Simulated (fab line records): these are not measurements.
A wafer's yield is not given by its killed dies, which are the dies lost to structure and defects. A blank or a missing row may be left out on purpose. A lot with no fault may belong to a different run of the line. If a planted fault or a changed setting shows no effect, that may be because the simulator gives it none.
Matching of chambers	flow nand_harc	4 sister chambers for NHARC_P_M1_ETCH_35 on rie_diel-12
The step etches the open film in N2/H2, target depth 40 nm, overetch 12 nm, time 43.94 s. 14 wafers are shown with their chamber, then 7 later ones without.

== WAFERS PAIRED WITH THEIR CHAMBERS ==
wafer	chamber	showerhead_plenum_p_Torr (Torr)	drypump_motor_current_A (A)	rf_vpp_V (V)
L076.2	0	2.12	6.5	432.2
L076.3	2	1.99	5.7	428.8
L076.4	1	2.02	5.1	430.2
L078.4	0	2.12	6.5	433.1
L078.5	0	2.12	6.5	433.3
L078.6	1	2.02	5.1	429.2
L079.2	3	1.98	6.0	427.8
L079.5	3	1.98	6.1	430.5
L079.6	2	1.99	5.7	429.1
L087.4	1	2.02	5.1	429.3
L087.5	2	1.99	5.7	429.4
L087.6	1	2.02	5.1	430.5
L095.1	3	1.97	6.0	428.8
L095.2	2	1.99	5.7	428.8

SIGNATURES (averages over the wafers above)
reading	chamber 0	chamber 1	chamber 2	chamber 3	scatter within a chamber
showerhead_plenum_p_Torr	2.1200	2.0200	1.9900	1.9767	0.00258
drypump_motor_current_A	6.500	5.100	5.700	6.033	0.0258
rf_vpp_V	432.867	429.800	429.025	429.033	0.769
Rule: for a wafer and a chamber, the distance is found by dividing, reading by reading, the gap between the wafer's reading and the chamber's mean by the reading's scatter, squaring, summing and taking the root. If the next closest chamber is less than 2 further off than the closest, the wafer can't be placed; otherwise it belongs to the closest. The scatter: take each reading less its chamber's mean, square it, sum over the shown wafers, divide by the number of wafers less the number of chambers, and take the root.

== WAFERS WITHOUT THEIR CHAMBER ==
wafer	showerhead_plenum_p_Torr (Torr)	drypump_motor_current_A (A)	rf_vpp_V (V)
L095.5	2.01	5.1	430.9
L096.1	1.97	6.1	428.5
L096.3	1.99	5.7	428.9
L096.6	1.99	5.7	429.6
L097.1	1.99	5.7	429.6
L097.2	2.12	6.5	433.3
L097.4	1.97	6.0	428.9

== EACH ONE'S CHAMBER ==
wafer	from the rows above	in truth
L095.5	1	1
L096.1	3	3
L096.3	2	2
L096.6	2	2
L097.1	2	2
L097.2	0	0
L097.4	3	3
Correct placement for 7 of the 7. Not placeable from these rows: 0. 0 placed wrongly.
